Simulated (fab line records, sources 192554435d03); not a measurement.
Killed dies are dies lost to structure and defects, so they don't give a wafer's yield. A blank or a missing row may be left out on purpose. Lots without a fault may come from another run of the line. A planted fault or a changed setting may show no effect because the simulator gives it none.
Split-lot experiment | flow n5_finfet | 7 lots, 21 wafers read, on a route of 1938 steps

THE SPLIT
At N5_PASSIVATION_ETCH_54 (etches SiO2 in CHF3/O2, target depth 880 nm, time 440 s), the setting time_s was moved away from the recipe's 440 s on 5 of the 21 wafers read, by -18.5% to +11.3%. The other wafers ran this setting at the recipe's value.

The reading is taken at the split's own step.

THE READING
etch.depth_nm (the simulator's own value, which no gauge read), in nm, at N5_PASSIVATION_ETCH_54 (etches SiO2 in CHF3/O2, target depth 880 nm, time 440 s). The file gives no usual value for it. The 16 wafers here that ran the recipe average 876.9 nm, standard deviation 11 nm.

wafer  | tool, chamber at the split | time_s as run, s | against the recipe | etch.depth_nm, nm | against lot-mates on the recipe
L077.2 | rie_diel-06, 3             | 440              | recipe             | 886.9             | -
L077.4 | rie_diel-06, 0             | 440              | recipe             | 878               | -
L077.5 | rie_diel-06, 1             | 440              | recipe             | 875.2             | -
L079.1 | rie_diel-06, 0             | 440              | recipe             | 893               | -
L079.5 | rie_diel-06, 1             | 440              | recipe             | 880.8             | -
L079.6 | rie_diel-06, 2             | 487.9            | +10.9%             | 982.9             | +96.0
L082.1 | rie_diel-05, 0             | 440              | recipe             | 863               | -
L082.2 | rie_diel-05, 1             | 440              | recipe             | 862.8             | -
L082.5 | rie_diel-05, 0             | 440              | recipe             | 857.7             | -
L085.1 | rie_diel-01, 3,0           | 440              | recipe             | 875.6             | -
L085.5 | rie_diel-01, 3,0           | 440              | recipe             | 875.6             | -
L085.6 | rie_diel-01, 3             | 440              | recipe             | 876.9             | -
L089.1 | rie_diel-01, 1             | 440              | recipe             | 863.9             | -
L089.2 | rie_diel-01, 2             | 358.4            | -18.5%             | 730.9             | -133.0
L089.6 | rie_diel-01, 3             | 358.4            | -18.5%             | 711               | -152.9
L093.4 | rie_diel-06, 3             | 440              | recipe             | 879               | -
L093.5 | rie_diel-06, 0             | 489.9            | +11.3%             | 974               | +95.0
L093.6 | rie_diel-06, 1             | 489.9            | +11.3%             | 967.3             | +88.3
L095.1 | rie_diel-05, 0             | 440              | recipe             | 876.8             | -
L095.2 | rie_diel-05, 2             | 440              | recipe             | 896.9             | -
L095.4 | rie_diel-05, 3             | 440              | recipe             | 888.3             | -
Where a row lists several chambers, the file gives one row for several wafers and doesn't say which wafer went through which chamber.

THE FIT
A straight line over all 21 wafers: etch.depth_nm changes by +8.52 nm for each +1% of time_s; r = +0.99; the points scatter about the line by 11 nm.
The same after taking each lot's own level away (the mean of its wafers on the recipe; 21 wafers): +7.93 nm for each +1%; r = +0.99; scatter 6.1 nm.
On that fit, the largest move of time_s shifts the reading by 1.5e+02 nm.
The lots' own levels span 861.17 to 887.33 nm, that is 2.4 times the standard deviation above.
So the lot-to-lot level changes the slope little: the two slopes agree.
Check: with one of the wafers moved furthest among these (-18.5%) left out of the fit, the line predicts -153 nm for it against its lot-mates. It came out at -133 nm against them.

OTHER SPLITS ON THESE WAFERS
These wafers also went through other splits before the reading. Each is held against what the fit with the lots' levels taken away leaves over:
other split on the same wafers     | wafers away from the commonest value | r with etch.depth_nm (lot level and that fit taken away)
N5_BEOL_M13_COAT_04 spin_rpm       | 7                                    | -0.13
N5_BEOL_M14_DEP_53 time_s          | 5                                    | -0.17
N5_BEOL_M15_COAT_04 spin_rpm       | 5                                    | -0.21
N5_MIM_TOP_LITHO_EXPOSE_05 dose_mj | 4                                    | -0.07
N5_MIM_BOT_ETCH_ETCH_04 time_s     | 9                                    | +0.37

THE WHOLE CHAIN: every reading that the file lists as answering this split, in the file's order
step                   | what it does                                            | reading                                                                       | change (the file's fit)              | r (the file's)
N5_PASSIVATION_ETCH_54 | etches SiO2 in CHF3/O2, target depth 880 nm, time 440 s | PASSIVATION.feature_depth_nm (the simulator's own value, which no gauge read) | +8.01 nm for each +1% of the setting | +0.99
N5_PASSIVATION_ETCH_54 | etches SiO2 in CHF3/O2, target depth 880 nm, time 440 s | etch.depth_nm (the simulator's own value, which no gauge read)                | +8.01 nm for each +1% of the setting | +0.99

THE FILE'S OWN FIT
etch.depth_nm changes by +8.01 nm for each +1% of time_s, r = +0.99.
